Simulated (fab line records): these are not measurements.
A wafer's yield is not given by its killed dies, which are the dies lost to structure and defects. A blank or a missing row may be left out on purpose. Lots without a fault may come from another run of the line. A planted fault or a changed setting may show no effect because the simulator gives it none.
What tool caused it?	flow n5-finfet	Sampling: 10 lots, 30 wafers, 3 of 1938 route steps

== WHAT THE GAUGES SHOWED, per wafer ==
N5_MIM_TOP_LITHO_CD_MEAS_08 targets a cd of 2000 nm. Usual: 1999.0 nm for cd-nm, sd 1.8.
lot	measured	on	cd-nm (nm)	flag
L224	day 12 18:18	cd-sem-01	1997.3 1999.5 2000.0	
L227	day 14 18:49	cd-sem-03	1999.3 1997.4 2000.8	
L226	day 14 23:58	cd-sem-01	1998.9 1997.6 1999.9	
L229	day 16 01:32	cd-sem-02	1999.7 1999.7 1999.0	
L235	day 17 17:49	cd-sem-03	1999.2 2001.7 1996.8	
L225	day 17 21:52	cd-sem-02	1999.0 1998.9 1999.1	
L239	day 18 04:22	cd-sem-02	1997.6 1999.2 1999.3	
L242	day 19 14:14	cd-sem-02	1999.2 1998.8 1998.1	
L244	day 19 14:56	cd-sem-02	1999.4 2000.8 1999.5	
L245	day 19 15:06	cd-sem-02	1998.7 1998.2 1997.0	

== WHICH TOOL RAN EACH LOT (tool, then ch and the chambers of the sampled wafers, then the start) ==
lot	N5_BEOL_M8_ETCH_65	N5_MIM_TOP_ALD_00
L224	rie-diel-03 ch 0,1,2, day 10 13:10	ald-hk-01 ch 0,1,2, day 12 17:15
L227	rie-diel-03 ch 0,2, day 12 11:32	ald-hk-01 ch 1,2, day 14 17:55
L226	rie-diel-01 ch 1,2, day 12 16:22	ald-hk-02 ch 2,3, day 14 21:21
L229	rie-diel-01 ch 0,1,2, day 13 10:49	ald-hk-03 ch 0,2, day 15 23:52
L235	rie-diel-01 ch 0,1,3, day 14 23:26	ald-hk-03 ch 0,2,3, day 17 16:25
L225	rie-diel-05 ch 0,1,2, day 15 10:11	ald-hk-02 ch 0,1, day 17 20:14
L239	rie-diel-05 ch 0,1,2, day 15 19:52	ald-hk-02 ch 1,2, day 18 03:29
L242	rie-diel-05 ch 0,1, day 16 18:27	ald-hk-03 ch 0,2,3, day 19 10:38
L244	rie-diel-05 ch 0,1,3, day 16 20:42	ald-hk-01 ch 1,2,3, day 19 13:42
L245	rie-diel-05 ch 0,1,3, day 16 23:36	ald-hk-02 ch 1,2, day 19 13:49
- N5_BEOL_M8_ETCH_65: etches SiARC in CF4, target depth 15.6 nm, time 26 s.
- N5_MIM_TOP_ALD_00: deposits Al2O3, purge time 3 s, co reactant pulse time 3 s.

== AS READ BY THE TOOLS THEMSELVES (means over the sampled wafers that have a number; for cases with no such wafer, the mark the record gives instead) ==
N5_BEOL_M8_ETCH_65. Usual: value, then standard deviation, for each; cf4-flow-sccm 100.0 sccm / 0.31; drypump-motor-current-A 5.9 A / 0.49; etch-rf-on-time-s 26.0 s / 0.61; oes-product-au 0.68 a.u. / 0.05; rf-vpp-V 183.7 V / 1.1; showerhead-plenum-p-Torr 2.12 Torr / 0.068; throttle-valve-pct 15.60 % / 0.2.
lot	tool	cf4-flow-sccm (sccm)	drypump-motor-current-A (A)	etch-rf-on-time-s (s)	oes-product-au (a.u.)	rf-vpp-V (V)	showerhead-plenum-p-Torr (Torr)	throttle-valve-pct (%)	flag
L224	rie-diel-03	100.2	6.4	26.0	0.70	183.9	2.14	15.61	
L227	rie-diel-03	99.9	6.2	26.1	0.69	183.4	2.11	15.72	
L226	rie-diel-01	100.1	6.1	25.9	0.65	183.5	2.12	15.47	
L229	rie-diel-01	99.8	6.0	26.2	0.63	184.1	2.11	15.65	
L235	rie-diel-01	100.0	5.9	26.0	0.63	182.4	2.02	15.58	
L225	rie-diel-05	99.7	5.8	25.5	0.68	183.9	2.16	15.68	
L239	rie-diel-05	100.3	5.7	25.5	0.68	183.8	2.15	15.68	
L242	rie-diel-05	99.7	5.6	26.3	0.68	184.4	2.14	15.60	
L244	rie-diel-05	99.6	5.7	26.2	0.69	183.2	2.11	15.51	
L245	rie-diel-05	99.8	5.6	26.2	0.69	183.7	2.11	15.52	

N5_MIM_TOP_ALD_00. Usual: 0.997 for precursor-pulse-height-rel, sd 0.02.
lot	tool	precursor-pulse-height-rel	flag
L224	ald-hk-01	0.995	
L227	ald-hk-01	0.991	
L226	ald-hk-02	0.996	
L229	ald-hk-03	1.006	
L235	ald-hk-03	0.992	
L225	ald-hk-02	0.990	
L239	ald-hk-02	1.021	
L242	ald-hk-03	0.988	
L244	ald-hk-01	1.000	
L245	ald-hk-02	0.984	

== THE ANSWER, worked out from the rows above alone ==
Rule: a lot counts as off when the mean over its wafers that have a number is more than 3 standard deviations away from the usual mean. Also off: a lot with no number at a reading for which 4 or more lots have one. Any other lot the step has rows for is counted as sound. The gauges are gone through in route order, then the tools' own readings, and for those a lot's mean is taken as printed above. At the first step where some lot is off, the reading lying furthest off is the one used; lots without a number count as furthest.
Across all readings shown, no lot is off: no conclusion can be drawn from this.

== WHAT THE SIMULATOR HAD INSERTED ==
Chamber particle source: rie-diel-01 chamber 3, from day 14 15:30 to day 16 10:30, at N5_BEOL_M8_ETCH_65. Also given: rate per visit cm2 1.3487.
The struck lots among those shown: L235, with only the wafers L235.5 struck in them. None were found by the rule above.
